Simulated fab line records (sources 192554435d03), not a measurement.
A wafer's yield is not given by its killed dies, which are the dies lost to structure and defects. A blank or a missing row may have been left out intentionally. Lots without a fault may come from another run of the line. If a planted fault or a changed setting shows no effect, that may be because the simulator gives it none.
fab line records	flow n5-finfet
record: lots: 24	wafers: 72	last-day: 20
route steps=1938 shown GATE_CUT@466 MOL_CONTACT_COAG@547
lots that met no fault: from a run of the same line without faults
start-h: hours from the record's first day to the start of the lot's first wafer shown	wait-h: hours from the lot's prior step to this one	" unchanged from the row above	L1.1+2: one row covering several wafers at once	- either no value or no given start	* or withheld: withheld	< > ~ a bound
route shown NAME@n: names a module that has steps shown in the file, with the first one's number in the route	usual: the fault-free wafers' mean and standard deviation	same: alike in all rows	chamber/n: place in a boat	sites: per-site readings	_std_site: how widely they spread, as a standard deviation	_edge_site: inner sites' mean taken away from outer sites' mean	radius-mm: for every site, how far away it sits from the centre of the wafer	mask NAME#n: copy n	behind: the tool/chamber that last shaped the wafer	hold: why the lot was held/for how many hours/how that ended	device: the n, p or np transistor that did not switch	end of line: tests of these same wafers at the route's end	a step without rows: its recipe alone	killed: dies lost to structure and defects at the first sort, not the wafer's yield	map: the dies of a wafer, with x for killed, . for not killed, _ for no die there
set.NAME: setting as actually run; set.NAME@STEP: the setting as run at that earlier step	model.NAME: the simulator's own value behind a step, which no gauge read
route steps across a sampled set of lots; one table per step, one row per wafer
services: a tool's chamber out of use, with start hour (start-h, from the record's first day; less than 0 if before it), hours out, and reason
== steps ==
step: N5_GATE_CUT_ETCH_56
recipe: chemistry: Cl2/Ar	target: TiN	target-depth-a: 216	pressure-mtorr: 10	icp-w: 600	bias-w: 60	Cl2_flow_sccm: 40	Ar_flow_sccm: 60
usual: drypump-motor-current-A: 5.5/0.44	he-backside-leak-sccm: 3.5/0.37	oes-product-au: 0.74/0.1	throttle-valve-pct: 20.79/0.13
lot.wafer	tool	chamber	start-h	wait-h	drypump-motor-current-A	he-backside-leak-sccm	oes-product-au	rf-hours-counter-h	throttle-valve-pct
L074.2	rie-metal-03	0	81.05	0.1	6.0	3.3	0.64	105	20.78
L074.3	"	1	"	"	5.3	3.3	0.83	-	20.89
L074.5	"	1	"	"	5.4	3.1	0.84	-	20.91
L075.1	rie-metal-01	1	89.62	0.1	5.0	3.7	0.61	122	20.96
L075.5	"	1	"	"	5.0	3.8	0.60	-	20.96
L075.6	"	0	"	"	5.0	3.6	0.87	-	20.66
L076.2	rie-metal-02	1	93.94	0.1	5.0	3.2	0.68	91	20.55
L076.3	"	0	"	"	6.1	3.7	0.88	-	20.77
L076.5	"	0	"	"	6.1	3.5	0.87	-	20.76
L077.4	rie-metal-03	1	98.54	0.1	5.4	3.3	0.84	-	20.90
L077.5	"	0	"	"	5.9	3.4	0.63	-	20.79
L077.6	"	1	"	"	5.4	3.1	0.84	-	20.90
L078.1	rie-metal-02	0	104.87	0.1	6.1	3.2	0.87	16	20.79
L078.2	"	1	"	"	5.0	3.4	0.67	92	20.57
L078.6	"	0	"	"	6.0	3.4	0.87	-	20.77
L079.3	rie-metal-02	1	111.74	0.1	5.0	3.3	0.67	-	20.56
L079.5	"	1	"	"	5.0	3.5	0.67	-	20.57
L079.6	"	0	"	"	6.1	3.4	0.87	-	20.80
L080.3	rie-metal-01	0	119.35	0.1	5.0	3.4	0.86	-	20.65
L080.4	"	1	"	"	5.0	3.5	0.60	-	20.98
L080.6	"	0	"	"	5.0	3.4	0.85	-	20.66
L081.2	rie-metal-03	1	124.65	0.1	5.4	3.4	0.83	30	20.92
L081.5	"	1	"	"	5.4	3.4	0.82	-	20.93
L081.6	"	0	"	"	5.9	3.3	0.63	-	20.79
L082.2	rie-metal-03	1	128.62	0.1	5.4	3.3	0.83	30	20.91
L082.4	"	1	"	"	5.4	3.5	0.82	-	20.92
L082.5	"	1	"	"	5.3	3.4	0.82	-	20.92
L083.2	rie-metal-02	0	136.91	0.1	6.0	3.6	0.85	19	20.78
L083.5	"	1	"	"	5.0	3.3	0.67	-	20.57
L083.6	"	0	"	"	6.1	3.7	0.86	-	20.80
L084.1	rie-metal-03	0	140.96	0.1	5.9	3.5	0.63	112	20.78
L084.3	"	0	"	"	6.0	3.5	0.63	-	20.81
L084.4	"	1	"	"	5.4	3.5	0.82	-	20.90
L085.1	rie-metal-03	0	144.58	0.1	6.0	3.2	0.62	112	20.79
L085.2	"	1	"	"	5.4	3.3	0.82	32	20.92
L085.5	"	0	"	"	5.9	3.3	0.63	-	20.80
L086.2	rie-metal-03	0	154.10	0.1	5.9	3.3	0.62	112	20.82
L086.4	"	0	"	"	5.9	3.4	0.63	-	20.82
L086.6	"	1	"	"	5.4	3.4	0.81	-	20.92
L087.2	rie-metal-02	1	160.35	0.1	5.0	3.5	0.66	97	20.58
L087.5	"	0	"	"	6.0	3.5	0.85	-	20.79
L087.6	"	1	"	"	5.0	3.7	0.66	-	20.57
L088.1	rie-metal-03	1	163.18	0.1	5.4	3.4	0.81	34	20.91
L088.2	"	0	"	"	6.0	3.4	0.62	113	20.79
L088.4	"	0	"	"	6.0	3.4	0.62	-	20.80
L089.1	rie-metal-02	1	170.32	0.1	5.0	3.5	0.66	98	20.57
L089.2	"	0	"	"	6.0	3.6	0.84	21	20.81
L089.6	"	1	"	"	5.0	3.4	0.66	-	20.56
L090.2	rie-metal-02	1	179.76	0.1	5.0	3.5	0.66	99	20.59
L090.4	"	1	"	"	5.0	3.4	0.66	-	20.58
L090.6	"	0	"	"	6.1	3.4	0.84	-	20.79
L091.2	rie-metal-01	0	183.09	0.1	5.0	3.7	0.84	23	20.67
L091.4	"	0	"	"	5.0	3.5	0.84	-	20.68
L091.6	"	0	"	"	5.0	3.4	0.83	-	20.70
L092.3	rie-metal-01	0	187.66	0.1	5.0	3.6	0.83	-	20.70
L092.4	"	1	"	"	5.0	3.6	0.60	-	21.01
L092.5	"	1	"	"	5.0	3.7	0.59	-	21.00
L093.1	rie-metal-02	0	196.41	0.1	6.0	3.8	0.83	24	20.80
L093.2	"	1	"	"	5.0	3.6	0.65	100	20.58
L093.5	"	0	"	"	6.1	3.5	0.82	-	20.81
L094.2	rie-metal-03	1	204.25	0.1	5.4	3.3	0.80	37	20.94
L094.3	"	1	"	"	5.4	3.3	0.80	-	20.93
L094.5	"	0	"	"	5.9	3.5	0.62	-	20.82
L095.1	rie-metal-03	0	207.09	0.1	5.9	6.5	0.62	116	20.81
L095.4	"	0	"	"	6.0	3.4	0.62	-	20.79
L095.5	"	0	"	"	6.0	3.3	0.62	-	20.79
L096.1	rie-metal-01	0	212.67	0.2	5.0	3.5	0.82	26	20.70
L096.4	"	0	"	"	5.0	3.5	0.82	-	20.69
L096.6	"	0	"	"	5.0	3.5	0.81	-	20.68
L097.1	rie-metal-03	1	222.21	0.1	5.4	3.3	0.79	38	20.92
L097.4	"	0	"	"	6.0	3.2	0.61	-	20.82
L097.6	"	0	"	"	6.0	5.9	0.61	-	20.81
step: N5_GATE_CUT_CD_MEAS_13
recipe: target-cd-nm: 20	landing-energy-ev: 500	detector: se-inlens
usual: cd-nm: 20.04/0.23
same: landing-energy-ev: 500
lot.wafer	tool	chamber	start-h	wait-h	cd-nm
L074.2	cd-sem-01	0	84.62	-	20.34
L074.3	"	0	"	"	20.39
L074.5	"	0	"	"	20.31
L075.1	cd-sem-02	0	93.10	-	20.17
L075.5	"	0	"	"	20.25
L075.6	"	0	"	"	19.76
L076.2	cd-sem-01	0	98.56	-	19.63
L076.3	"	0	"	"	20.43
L076.5	"	0	"	"	20.15
L077.4	cd-sem-02	0	102.08	-	19.89
L077.5	"	0	"	"	20.12
L077.6	"	0	"	"	20.28
L078.1	cd-sem-01	0	108.30	-	20.35
L078.2	"	0	"	"	19.93
L078.6	"	0	"	"	19.81
L079.3	cd-sem-01	0	115.17	-	19.87
L079.5	"	0	"	"	20.34
L079.6	"	0	"	"	20.16
L080.3	cd-sem-02	0	123.11	-	20.14
L080.4	"	0	"	"	20.16
L080.6	"	0	"	"	20.35
L081.2	cd-sem-02	0	128.09	-	19.93
L081.5	"	0	"	"	19.93
L081.6	"	0	"	"	19.97
L082.2	cd-sem-02	0	132.21	-	19.97
L082.4	"	0	"	"	20.08
L082.5	"	0	"	"	19.86
L083.2	cd-sem-02	0	140.52	-	20.20
L083.5	"	0	"	"	20.25
L083.6	"	0	"	"	20.02
L084.1	cd-sem-02	0	144.40	-	19.98
L084.3	"	0	"	"	20.34
L084.4	"	0	"	"	19.85
L085.1	cd-sem-01	0	148.14	-	19.91
L085.2	"	0	"	"	19.94
L085.5	"	0	"	"	19.96
L086.2	cd-sem-03	0	157.88	-	20.14
L086.4	"	0	"	"	19.85
L086.6	"	0	"	"	20.15
L087.2	cd-sem-02	0	163.78	-	19.52
L087.5	"	0	"	"	19.61
L087.6	"	0	"	"	19.54
L088.1	cd-sem-02	0	166.60	-	20.19
L088.2	"	0	"	"	20.52
L088.4	"	0	"	"	20.07
L089.1	cd-sem-03	0	173.96	-	20.07
L089.2	"	0	"	"	19.92
L089.6	"	0	"	"	19.77
L090.2	cd-sem-02	0	183.44	-	19.93
L090.4	"	0	"	"	19.89
L090.6	"	0	"	"	20.11
L091.2	cd-sem-01	0	186.81	-	20.37
L091.4	"	0	"	"	20.02
L091.6	"	0	"	"	20.27
L092.3	cd-sem-03	0	192.61	-	19.97
L092.4	"	0	"	"	19.70
L092.5	"	0	"	"	19.94
L093.1	cd-sem-03	0	199.83	-	20.04
L093.2	"	0	"	"	19.95
L093.5	"	0	"	"	20.19
L094.2	cd-sem-01	0	207.82	-	19.76
L094.3	"	0	"	"	20.09
L094.5	"	0	"	"	19.98
L095.1	cd-sem-02	0	211.65	-	20.30
L095.4	"	0	"	"	19.91
L095.5	"	0	"	"	19.83
L096.1	cd-sem-01	0	217.50	-	19.86
L096.4	"	0	"	"	19.80
L096.6	"	0	"	"	19.72
L097.1	cd-sem-02	0	226.58	-	20.06
L097.4	"	0	"	"	20.21
L097.6	"	0	"	"	20.26
step: N5_GATE_CUT_INSPECT_15
recipe: mode: adi	inspect-instrument: brightfield
usual: raw-defect-count: 133/49
lot.wafer	tool	chamber	start-h	wait-h	raw-defect-count
L074.2	defect-inspect-02	-	84.71	0.0	133
L074.3	"	-	"	"	148
L074.5	"	-	"	"	70
L075.1	defect-inspect-01	-	93.20	0.1	142
L075.5	"	-	"	"	140
L075.6	"	-	"	"	88
L076.2	defect-inspect-02	-	98.65	0.0	95
L076.3	"	-	"	"	85
L076.5	"	-	"	"	100
L077.4	defect-inspect-01	-	102.17	0.0	107
L077.5	"	-	"	"	76
L077.6	"	-	"	"	100
L078.1	defect-inspect-01	-	108.39	0.1	172
L078.2	"	-	"	"	204
L078.6	"	-	"	"	106
L079.3	defect-inspect-02	-	115.26	0.0	148
L079.5	"	-	"	"	111
L079.6	"	-	"	"	98
L080.3	defect-inspect-02	-	123.19	0.0	190
L080.4	"	-	"	"	185
L080.6	"	-	"	"	256
L081.2	defect-inspect-01	-	128.17	0.0	104
L081.5	"	-	"	"	141
L081.6	"	-	"	"	53
L082.2	defect-inspect-02	-	132.30	0.0	302
L082.4	"	-	"	"	306
L082.5	"	-	"	"	249
L083.2	defect-inspect-01	-	140.60	0.0	130
L083.5	"	-	"	"	82
L083.6	"	-	"	"	120
L084.1	defect-inspect-02	-	144.49	0.1	119
L084.3	"	-	"	"	105
L084.4	"	-	"	"	96
L085.1	defect-inspect-01	-	148.23	0.1	118
L085.2	"	-	"	"	156
L085.5	"	-	"	"	123
L086.2	defect-inspect-02	-	157.97	0.0	154
L086.4	"	-	"	"	103
L086.6	"	-	"	"	105
L087.2	defect-inspect-01	-	163.87	0.0	127
L087.5	"	-	"	"	104
L087.6	"	-	"	"	188
L088.1	defect-inspect-02	-	166.69	0.1	175
L088.2	"	-	"	"	193
L088.4	"	-	"	"	113
L089.1	defect-inspect-02	-	174.05	0.1	128
L089.2	"	-	"	"	101
L089.6	"	-	"	"	84
L090.2	defect-inspect-02	-	183.52	0.0	84
L090.4	"	-	"	"	171
L090.6	"	-	"	"	112
L091.2	defect-inspect-02	-	186.90	0.0	133
L091.4	"	-	"	"	183
L091.6	"	-	"	"	121
L092.3	defect-inspect-02	-	192.70	0.0	102
L092.4	"	-	"	"	120
L092.5	"	-	"	"	105
L093.1	defect-inspect-01	-	199.92	0.1	166
L093.2	"	-	"	"	161
L093.5	"	-	"	"	72
L094.2	defect-inspect-01	-	207.91	0.0	83
L094.3	"	-	"	"	135
L094.5	"	-	"	"	68
L095.1	defect-inspect-01	-	211.73	0.1	113
L095.4	"	-	"	"	144
L095.5	"	-	"	"	150
L096.1	defect-inspect-01	-	217.58	0.1	111
L096.4	"	-	"	"	78
L096.6	"	-	"	"	95
L097.1	defect-inspect-02	-	226.67	0.1	193
L097.4	"	-	"	"	202
L097.6	"	-	"	"	120
step: N5_GATE_CUT_CMP_61
recipe: stop-on: SiNx	t-overpolish-s: 3	post-cmp-clean: alkaline-brush	down-force-psi: 4	platen-rpm: 27.09	pad-velocity-m-s: 0.539
usual: motor-current-A: 12.2/0.97	pad-life-wafers: 1098/660	slurry-flow-ml-min: 150.0/0.47
lot.wafer	tool	chamber	start-h	wait-h	motor-current-A	pad-life-wafers	slurry-flow-ml-min
L074.2	cmp-04	2	87.95	0.3	12.7	554	149.6
L074.3	"	3	"	"	14.2	555	149.6
L074.5	"	0	"	"	11.7	-	149.9
L075.1	cmp-03	3	96.45	0.4	10.8	1404	150.2
L075.6	"	3	"	"	10.4	-	150.0
L075.5	"	0	"	"	13.5	-	150.0
L076.3	cmp-01	1	101.88	0.3	11.4	1711	149.3
L076.2	"	2	"	"	12.5	1712	151.2
L076.5	"	0	"	"	12.9	-	149.3
L077.4	cmp-03	3	105.71	0.2	11.4	1491	150.0
L077.6	"	0	"	"	15.2	-	149.8
L077.5	"	1	"	"	11.6	-	150.1
L078.2	cmp-01	0	112.09	0.3	12.9	1819	150.3
L078.1	"	2	"	"	11.6	1821	149.5
L078.6	"	0	"	"	12.2	-	149.3
L079.3	cmp-01	0	118.51	0.4	12.4	1878	149.6
L079.5	"	0	"	"	12.1	-	149.9
L079.6	"	1	"	"	12.3	-	149.9
L080.3	cmp-04	2	126.36	0.4	12.7	876	150.4
L080.4	"	0	"	"	12.4	878	150.9
L080.6	"	3	"	"	14.1	-	149.3
L081.2	cmp-03	1	133.02	0.3	11.9	1706	150.2
L081.5	"	3	"	"	10.8	-	149.5
L081.6	"	0	"	"	13.4	-	150.8
L082.2	cmp-03	2	135.90	0.3	11.3	1765	150.0
L082.4	"	0	"	"	13.4	1767	149.0
L082.5	"	2	"	"	11.5	-	150.2
L083.2	cmp-03	0	143.87	0.4	14.3	1830	150.9
L083.6	"	0	"	"	14.0	-	150.9
L083.5	"	1	"	"	12.0	-	151.0
L084.3	cmp-01	1	147.94	0.4	11.9	108	150.2
L084.1	"	2	"	"	11.9	109	149.7
L084.4	"	3	"	"	11.5	110	150.0
L085.1	cmp-01	1	151.41	0.4	12.8	138	149.5
L085.2	"	2	"	"	11.7	139	150.0
L085.5	"	1	"	"	11.2	-	149.7
L086.2	cmp-03	0	161.16	0.3	14.5	1957	150.0
L086.4	"	1	"	"	12.0	1958	150.3
L086.6	"	0	"	"	13.7	-	150.2
L087.2	cmp-01	1	167.16	0.3	12.5	235	149.8
L087.6	"	0	"	"	12.1	-	150.3
L087.5	"	1	"	"	12.4	-	149.5
L088.2	cmp-04	3	169.86	0.4	13.2	1146	149.8
L088.1	"	1	"	"	11.4	1148	150.7
L088.4	"	2	"	"	12.6	1149	150.8
L089.2	cmp-01	1	177.67	0.3	11.7	349	150.3
L089.1	"	3	"	"	11.9	351	149.6
L089.6	"	1	"	"	12.2	-	150.0
L090.4	cmp-03	3	188.52	0.3	10.6	20	150.0
L090.2	"	0	"	"	13.9	21	149.4
L090.6	"	2	"	"	11.2	-	150.4
L091.2	cmp-04	1	190.51	0.4	11.8	1320	149.6
L091.4	"	0	"	"	12.2	1323	149.2
L091.6	"	1	"	"	11.4	-	150.5
L092.4	cmp-01	1	195.86	0.4	12.0	504	150.6
L092.3	"	2	"	"	12.2	505	150.3
L092.5	"	2	"	"	11.5	-	150.4
L093.2	cmp-04	3	203.21	0.4	13.6	1440	149.5
L093.1	"	2	"	"	12.6	1443	149.2
L093.5	"	3	"	"	13.1	-	150.0
L094.3	cmp-04	3	212.07	0.4	14.3	1506	150.2
L094.2	"	1	"	"	12.6	1508	150.0
L094.5	"	0	"	"	12.3	-	150.2
L095.1	cmp-01	1	216.27	0.3	12.1	691	149.7
L095.4	"	2	"	"	11.8	692	150.5
L095.5	"	1	"	"	12.5	-	149.5
L096.4	cmp-03	0	223.77	0.3	12.7	254	150.0
L096.1	"	1	"	"	12.3	255	150.3
L096.6	"	2	"	"	11.1	-	150.7
L097.4	cmp-04	0	230.37	0.3	12.0	1645	151.1
L097.1	"	1	"	"	12.1	1646	150.0
L097.6	"	3	"	"	13.2	-	149.8
step: N5_MOL_CONTACT_COAG_SPUTTER_143
recipe: material: Co	target-thk-a: 25	temp-c: 25	chamber-pressure-pa: 0.2
usual: throttle-valve-pct: 30.4/1.3
lot.wafer	tool	chamber	start-h	wait-h	throttle-valve-pct
L074.2	pvd-sputter-01	-	92.38	0.0	28.1
L074.3	"	-	"	"	29.6
L074.5	"	-	"	"	28.6
L075.1	pvd-sputter-02	-	100.06	0.0	32.5
L075.5	"	-	"	"	29.2
L075.6	"	-	"	"	29.5
L076.2	pvd-sputter-02	-	104.33	0.0	29.6
L076.3	"	-	"	"	29.1
L076.5	"	-	"	"	29.0
L077.4	pvd-sputter-01	-	109.01	0.0	28.5
L077.5	"	-	"	"	29.5
L077.6	"	-	"	"	32.6
L078.1	pvd-sputter-03	-	114.96	0.0	32.3
L078.2	"	-	"	"	29.3
L078.6	"	-	"	"	30.0
L079.3	pvd-sputter-02	-	125.49	0.0	32.6
L079.5	"	-	"	"	29.3
L079.6	"	-	"	"	29.3
L080.3	pvd-sputter-03	-	128.80	0.0	29.9
L080.4	"	-	"	"	29.4
L080.6	"	-	"	"	31.0
L081.2	pvd-sputter-03	-	135.39	0.0	29.8
L081.5	"	-	"	"	31.0
L081.6	"	-	"	"	29.7
L082.2	pvd-sputter-03	-	139.05	0.0	31.2
L082.4	"	-	"	"	32.5
L082.5	"	-	"	"	32.4
L083.2	pvd-sputter-01	-	151.23	0.0	29.5
L083.5	"	-	"	"	29.8
L083.6	"	-	"	"	27.9
L084.1	pvd-sputter-03	-	154.48	0.0	29.9
L084.3	"	-	"	"	29.3
L084.4	"	-	"	"	30.5
L085.1	pvd-sputter-03	-	155.32	0.0	32.3
L085.2	"	-	"	"	30.8
L085.5	"	-	"	"	31.0
L086.2	pvd-sputter-03	-	164.70	0.0	32.5
L086.4	"	-	"	"	30.9
L086.6	"	-	"	"	32.5
L087.2	pvd-sputter-02	-	170.11	0.0	29.4
L087.5	"	-	"	"	29.5
L087.6	"	-	"	"	32.5
L088.1	pvd-sputter-03	-	173.92	0.0	32.3
L088.2	"	-	"	"	29.9
L088.4	"	-	"	"	29.6
L089.1	pvd-sputter-03	-	180.74	0.0	29.5
L089.2	"	-	"	"	29.9
L089.6	"	-	"	"	32.6
L090.2	pvd-sputter-03	-	195.42	0.0	29.6
L090.4	"	-	"	"	29.3
L090.6	"	-	"	"	29.7
L091.2	pvd-sputter-02	-	196.33	0.0	29.1
L091.4	"	-	"	"	29.7
L091.6	"	-	"	"	29.5
L092.3	pvd-sputter-02	-	198.57	0.0	29.1
L092.4	"	-	"	"	32.5
L092.5	"	-	"	"	32.2
L093.1	pvd-sputter-03	-	207.26	0.0	29.6
L093.2	"	-	"	"	30.9
L093.5	"	-	"	"	30.9
L094.2	pvd-sputter-03	-	214.74	0.0	29.9
L094.3	"	-	"	"	32.5
L094.5	"	-	"	"	32.5
L095.1	pvd-sputter-03	-	220.02	0.0	31.0
L095.4	"	-	"	"	29.4
L095.5	"	-	"	"	29.7
L096.1	pvd-sputter-01	-	229.29	0.0	32.9
L096.4	"	-	"	"	28.5
L096.6	"	-	"	"	28.3
L097.1	pvd-sputter-01	-	235.98	0.0	28.5
L097.4	"	-	"	"	32.7
L097.6	"	-	"	"	33.2
step: N5_MOL_CONTACT_COAG_INSPECT_57
recipe: mode: adi	inspect-instrument: brightfield
usual: raw-defect-count: 197/64
lot.wafer	tool	chamber	start-h	wait-h	raw-defect-count
L074.2	defect-inspect-01	-	99.91	0.1	138
L074.3	"	-	"	"	115
L074.5	"	-	"	"	128
L075.1	defect-inspect-01	-	107.13	0.1	146
L075.5	"	-	"	"	208
L075.6	"	-	"	"	104
L076.2	defect-inspect-02	-	112.19	0.0	282
L076.3	"	-	"	"	289
L076.5	"	-	"	"	148
L077.4	defect-inspect-02	-	117.84	0.0	208
L077.5	"	-	"	"	305
L077.6	"	-	"	"	148
L078.1	defect-inspect-02	-	122.62	0.1	185
L078.2	"	-	"	"	325
L078.6	"	-	"	"	82
L079.3	defect-inspect-02	-	131.86	0.0	138
L079.5	"	-	"	"	196
L079.6	"	-	"	"	215
L080.3	defect-inspect-02	-	135.28	0.0	168
L080.4	"	-	"	"	129
L080.6	"	-	"	"	106
L081.2	defect-inspect-01	-	142.18	0.0	290
L081.5	"	-	"	"	256
L081.6	"	-	"	"	211
L082.2	defect-inspect-01	-	146.87	0.0	195
L082.4	"	-	"	"	177
L082.5	"	-	"	"	197
L083.2	defect-inspect-02	-	158.62	0.0	283
L083.5	"	-	"	"	186
L083.6	"	-	"	"	142
L084.1	defect-inspect-02	-	160.17	0.1	285
L084.3	"	-	"	"	299
L084.4	"	-	"	"	245
L085.1	defect-inspect-02	-	165.13	0.1	152
L085.2	"	-	"	"	164
L085.5	"	-	"	"	147
L086.2	defect-inspect-01	-	170.69	0.0	320
L086.4	"	-	"	"	233
L086.6	"	-	"	"	305
L087.2	defect-inspect-02	-	177.02	0.0	170
L087.5	"	-	"	"	196
L087.6	"	-	"	"	237
L088.1	defect-inspect-02	-	180.16	0.1	271
L088.2	"	-	"	"	181
L088.4	"	-	"	"	239
L089.1	defect-inspect-02	-	189.63	0.1	141
L089.2	"	-	"	"	122
L089.6	"	-	"	"	172
L090.2	defect-inspect-02	-	201.75	0.0	213
L090.4	"	-	"	"	175
L090.6	"	-	"	"	229
L091.2	defect-inspect-01	-	202.55	0.0	158
L091.4	"	-	"	"	197
L091.6	"	-	"	"	132
L092.3	defect-inspect-01	-	205.23	0.0	162
L092.4	"	-	"	"	126
L092.5	"	-	"	"	150
L093.1	defect-inspect-01	-	215.98	0.1	156
L093.2	"	-	"	"	220
L093.5	"	-	"	"	181
L094.2	defect-inspect-01	-	223.89	0.0	188
L094.3	"	-	"	"	153
L094.5	"	-	"	"	199
L095.1	defect-inspect-02	-	229.04	0.1	211
L095.4	"	-	"	"	202
L095.5	"	-	"	"	198
L096.1	defect-inspect-01	-	238.16	0.1	105
L096.4	"	-	"	"	157
L096.6	"	-	"	"	133
L097.1	defect-inspect-02	-	244.00	0.1	236
L097.4	"	-	"	"	295
L097.6	"	-	"	"	219
== services ==
tool	chamber	start-h	hours	kind
cmp-01	-	59.45	6.1	repair
pvd-sputter-03	-	76.58	9.8	repair
cmp-03	-	91.27	0.3	repair
rie-metal-01	1	92.32	11.1	repair
rie-metal-01	-	92.95	2.8	pm
pvd-sputter-01	-	112.49	2.9	repair
cmp-04	-	129.63	10.0	pm
cmp-01	-	131.77	4.0	pm
cmp-01	-	135.77	-	consumable-replace:conditioner
cmp-01	-	135.77	-	consumable-replace:pad
cmp-03	-	153.03	0.3	repair
rie-metal-01	1	154.16	10.1	repair
cmp-01	-	159.13	2.1	repair
rie-metal-01	-	169.85	1.4	pm
cmp-03	-	174.62	3.7	pm
cmp-03	-	182.14	4.0	pm
cmp-03	-	186.14	-	consumable-replace:conditioner
cmp-03	-	186.14	-	consumable-replace:pad
cmp-03	-	199.31	4.2	repair
rie-metal-01	1	200.98	-	clean
rie-metal-01	1	200.98	15.5	scheduled-down
rie-metal-01	1	200.98	15.5	vent-cycle
cmp-01	-	203.65	1.3	repair
cmp-01	-	225.37	0.7	repair
== key ==
fault none
